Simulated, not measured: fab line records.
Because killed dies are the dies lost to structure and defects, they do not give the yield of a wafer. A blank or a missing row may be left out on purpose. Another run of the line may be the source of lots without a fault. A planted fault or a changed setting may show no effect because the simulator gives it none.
A struck lot beside a sound one || flow nandHarc || 32 steps out of a route of 1159
Sound: wafers L674.2, L674.4, L674.5. Wafers L684.1, L684.2, L684.4 were the ones struck. At the end, the cause is stated.
For every step that has rows: the tool of each side, followed by ch and its chambers, followed by its first start. Under that, the readings that differ: sound wafers || struck wafers || difference of the means || sigmas: that difference in standard deviations of wafers without a fault.
alike: readings whose means differ by less than 2 such deviations, and words and numbers that are the same on both sides. not compared: withheld readings, readings that some wafer has no value for, bounds like >300 that may hide the same value, and numbers for which the record gives no deviation and whose values overlap.
The two part at a step that has a row with sigmas, a row that says differs or no value, or rows on one side only. Non-overlapping numbers with no deviation appear without sigmas and do not part them. A reading missing from all wafers of one side parts the sides only when that side holds two or more wafers.

first, 8 steps without rows for these wafers: NHARC_P_M1_DEVELOP_08 (develop time 35 s); NHARC_P_M1_DESCUM_14 (chemistry O2, time 3 s); NHARC_P_M1_ETCH_35 (etches the open film in N2/H2, target depth 40 nm, overetch 12 nm, time 43.94 s); NHARC_P_M1_ETCH_15 (etches the open film in C4F8/Ar, target depth 182.5 nm, time 91.2 s); NHARC_P_M1_STRIP_18 (strips in N2/H2); NHARC_P_M1_ETCH_28 (etches the open film in CF4/N2, target depth 30 nm, time 72.99 s); NHARC_P_M1_STRIP_19 (strips in post etch residue remover, time 600 s); NHARC_P_M1_DEGAS_29 (time 60 s).
NHARC_P_M1_PRE_CLEAN_30: time 30 s.
  struck on pvdSputter-01, day 9 08:32; sound on pvdSputter-01, day 6 12:19
  alike: heaterPowerW
then, 22 steps without rows for these wafers: NHARC_P_M1_PVD_20 (deposits TaN, target thk 5 nm, time 8.06 s); NHARC_P_M1_PVD_21 (deposits Cu, target thk 30 nm, time 20.49 s); NHARC_P_M1_ECD_22 (material Cu, target thk 400 nm); NHARC_P_M1_ANNEAL_31 (time 90 s); NHARC_P_M1_CMP_23 (polishes, t overpolish 20 s, target thk 157.82 nm); NHARC_P_M1_SRD_25; NHARC_P_M1_PRE_CLEAN_32 (time 12 s); NHARC_P_M1_DEP_33 (deposits SiCN, target thk 30 nm); NHARC_P_M2_DEP_00 (deposits SiOC, target thk 182.5 nm); NHARC_P_M2_DEHYDRATE_01 (time 120 s); NHARC_P_M2_HMDS_02 (time 30 s); NHARC_P_M2_COAT_34 (time 65 s); NHARC_P_M2_COAT_03 (resist thk 90 nm); NHARC_P_M2_SOFTBAKE_04 (time 55 s); NHARC_P_M2_EBR_05; NHARC_P_M2_EXPOSE_06 (exposes mask P M2, target cd 170 nm); NHARC_P_M2_PEB_07 (peb time 65 s); NHARC_P_M2_DEVELOP_08 (develop time 35 s); NHARC_P_M2_DESCUM_14 (chemistry O2, time 3 s); NHARC_P_M2_ETCH_35 (etches the open film in N2/H2, target depth 40 nm, overetch 12 nm, time 43.94 s); NHARC_P_M2_ETCH_15 (etches the open film in C4F8/Ar, target depth 182.5 nm, time 91.2 s); NHARC_P_M2_STRIP_18 (strips in N2/H2).
-- jump in the record: it breaks off in module P_M2 and resumes in module END (first step shown: number 1159 of the route), and 13 days separate the struck wafers' starts before and after --
NHARC_END_SORT_01:
  only the struck wafers appear in the record here, on prober-02 ch 0 at day 22 11:33; the sound ones have no rows

## WHERE THEY PART
At NHARC_END_SORT_01 and nowhere else, as far as this record goes.

WHY: what had been put in by the simulator
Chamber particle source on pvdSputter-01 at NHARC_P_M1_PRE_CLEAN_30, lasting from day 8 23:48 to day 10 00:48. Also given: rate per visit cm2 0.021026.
